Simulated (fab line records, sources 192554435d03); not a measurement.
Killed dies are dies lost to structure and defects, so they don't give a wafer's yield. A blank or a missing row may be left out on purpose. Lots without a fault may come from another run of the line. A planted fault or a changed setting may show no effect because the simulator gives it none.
Chamber matching | flow n5_finfet | N5_BEOL_M5_PRE_CLEAN_77 on cvd_co-01: 3 sister chambers
The step time 15 s. 20 wafers are shown with their chamber, then 10 later ones without.

WAFERS WITH THEIR CHAMBER
wafer  | chamber | heater_power_w (W) | rf_fwd_power_W (W)
L074.3 | 0       | 64                 | 297.6
L074.5 | 0       | 67                 | 296.7
L074.6 | 1       | 108                | 297.3
L075.3 | 1       | 107                | 298.6
L075.4 | 0       | 65                 | 296.9
L075.6 | 2       | 85                 | 296.1
L076.3 | 2       | 89                 | 297.4
L076.4 | 2       | 87                 | 298.1
L076.6 | 0       | 67                 | 295.8
L080.1 | 0       | 68                 | 295.6
L080.2 | 1       | 110                | 296.5
L080.4 | 1       | 108                | 297.1
L079.1 | 2       | 87                 | 297.1
L079.3 | 2       | 87                 | 298.2
L079.5 | 2       | 89                 | 296.8
L082.1 | 1       | 110                | 298.1
L082.2 | 0       | 65                 | 297.6
L082.3 | 2       | 87                 | 297.9
L087.3 | 0       | 67                 | 298.6
L087.4 | 2       | 88                 | 298.1

SIGNATURES (means of the wafers above)
reading        | chamber 0 | chamber 1 | chamber 2 | scatter within a chamber
heater_power_w | 66.14     | 108.60    | 87.38     | 1.37
rf_fwd_power_W | 296.971   | 297.520   | 297.462   | 0.892
Rule: a wafer's distance from a chamber is the root of the sum, over the readings, of the square of ((its reading less the chamber's mean) divided by the reading's scatter). The wafer belongs to the nearest chamber; if the next one is less than 2 further off, it can't be placed. The scatter: the root of (the sum of the squares of (reading less its chamber's mean) over the shown wafers, divided by (wafers less chambers)).

WAFERS WITHOUT THEIR CHAMBER
wafer  | heater_power_w (W) | rf_fwd_power_W (W)
L087.5 | 67                 | 298.9
L089.1 | 66                 | 298.4
L089.5 | 107                | 299.0
L089.6 | 90                 | 296.6
L093.2 | 67                 | 297.8
L093.4 | 68                 | 296.5
L093.5 | 92                 | 296.9
L097.1 | 92                 | 296.9
L097.3 | 107                | 298.8
L097.5 | 68                 | 297.4

WHICH CHAMBER EACH WENT THROUGH
wafer  | from the rows above | in truth
L087.5 | 0                   | 0
L089.1 | 0                   | 0
L089.5 | 1                   | 1
L089.6 | 2                   | 2
L093.2 | 0                   | 0
L093.4 | 0                   | 0
L093.5 | 2                   | 2
L097.1 | 2                   | 2
L097.3 | 1                   | 1
L097.5 | 0                   | 0
Placed correctly: 10 of 10. Can't be placed from these rows: 0. Placed wrongly: 0.
